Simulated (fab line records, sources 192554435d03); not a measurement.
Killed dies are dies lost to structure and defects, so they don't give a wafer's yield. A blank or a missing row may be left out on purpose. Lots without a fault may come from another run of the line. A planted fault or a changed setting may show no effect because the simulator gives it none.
Chamber matching | flow n5_finfet | N5_BEOL_M12_ILD_DEP_00 on pecvd-02: 3 sister chambers
The step deposits SiOC from DEMS/O2, target thk 658.92 nm, time 130.7 s. 6 wafers are shown with their chamber, then 11 later ones without.

WAFERS WITH THEIR CHAMBER
wafer  | chamber | throttle_valve_pct (%) | heater_power_w (W)
L078.2 | 1       | 11.6                   | 494
L078.6 | 1       | 11.3                   | 499
L085.2 | 2       | 11.5                   | 497
L085.5 | 2       | 11.0                   | 503
L085.6 | 0       | 11.5                   | 402
L087.2 | 0       | 11.9                   | 419

WAFERS WITHOUT THEIR CHAMBER
wafer  | throttle_valve_pct (%) | heater_power_w (W)
L087.3 | 11.3                   | 507
L087.6 | 11.8                   | 447
L089.1 | 11.5                   | 464
L089.4 | 11.0                   | 455
L089.6 | 11.7                   | 488
L092.3 | 11.2                   | 405
L092.5 | 11.3                   | 426
L092.6 | 11.8                   | 476
L094.3 | 11.9                   | 495
L094.5 | 11.1                   | 429
L094.6 | 11.6                   | 400

WHICH CHAMBER EACH WENT THROUGH
wafer  | from the rows above          | in truth
L087.3 | can't be placed: 2 or 1      | 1
L087.6 | can't be placed: 0 or 1      | 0
L089.1 | can't be placed: 1 or 2      | 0
L089.4 | can't be placed: 1 or 2 or 0 | 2
L089.6 | can't be placed: 1 or 2      | 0
L092.3 | 0                            | 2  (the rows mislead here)
L092.5 | 0                            | 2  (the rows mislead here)
L092.6 | can't be placed: 1 or 2      | 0
L094.3 | can't be placed: 1 or 2      | 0
L094.5 | 0                            | 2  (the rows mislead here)
L094.6 | 0                            | 0
Placed correctly: 1 of 11. Can't be placed from these rows: 7 (the true chamber is among the candidates in 3). Placed wrongly: 3.
How it was worked out, from the rows above alone: a wafer's distance from a chamber is the root of the sum, over the readings, of the square of ((its reading less the chamber's mean) divided by the reading's scatter). The wafer belongs to the nearest chamber; if the next one is less than 2 further off, it can't be placed. A chamber's mean is the mean of its shown wafers. The scatter: the root of (the sum of the squares of (reading less its chamber's mean) over the shown wafers, divided by (wafers less chambers)).
